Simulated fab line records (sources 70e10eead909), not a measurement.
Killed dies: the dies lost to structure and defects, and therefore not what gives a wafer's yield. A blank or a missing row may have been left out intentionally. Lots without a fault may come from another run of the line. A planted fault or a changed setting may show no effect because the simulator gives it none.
Chamber matching / flow nand-harc / NHARC_P_ZERO_WELL_DESCUM_54 on rie-diel-06: 4 sister chambers
The step chemistry O2, time 3 s. 4 wafers are shown with their chamber, then 9 later ones without.

WAFERS WITH THEIR CHAMBER
wafer=L183.3; chamber=0; drypump-motor-current-A (A)=6.1
wafer=L185.4; chamber=3; drypump-motor-current-A (A)=5.2
wafer=L189.2; chamber=1; drypump-motor-current-A (A)=5.9
wafer=L189.6; chamber=2; drypump-motor-current-A (A)=5.3

WAFERS MISSING THEIR CHAMBER
wafer=L190.3; drypump-motor-current-A (A)=6.0
wafer=L190.5; drypump-motor-current-A (A)=6.1
wafer=L190.6; drypump-motor-current-A (A)=5.2
wafer=L191.2; drypump-motor-current-A (A)=6.0
wafer=L191.3; drypump-motor-current-A (A)=5.2
wafer=L191.5; drypump-motor-current-A (A)=5.8
wafer=L192.3; drypump-motor-current-A (A)=6.1
wafer=L192.4; drypump-motor-current-A (A)=5.2
wafer=L192.6; drypump-motor-current-A (A)=6.1

WHICH CHAMBER EACH ONE RAN IN
wafer=L190.3; from the rows above=can't be placed: 0 or 1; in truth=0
wafer=L190.5; from the rows above=0; in truth=0
wafer=L190.6; from the rows above=can't be placed: 3 or 2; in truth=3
wafer=L191.2; from the rows above=can't be placed: 0 or 1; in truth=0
wafer=L191.3; from the rows above=can't be placed: 3 or 2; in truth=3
wafer=L191.5; from the rows above=1; in truth=1
wafer=L192.3; from the rows above=0; in truth=0
wafer=L192.4; from the rows above=can't be placed: 3 or 2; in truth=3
wafer=L192.6; from the rows above=0; in truth=0
Correctly placed: 4 of 9. Can't be placed from these rows: 5 (the true chamber is among the candidates in 5). Placed wrongly: 0.
How it was worked out, from the rows above alone: a wafer's distance from a chamber is the root of the sum, over the readings, of the square of ((its reading less the chamber's mean) divided by the reading's scatter). The wafer belongs to the nearest chamber; if the next one is less than 2 further off, it can't be placed. A chamber's mean is the mean of its shown wafers. The scatter (one wafer shown for each chamber): square how far every hidden wafer sits from the nearest shown wafer, average those squares and take the square root.
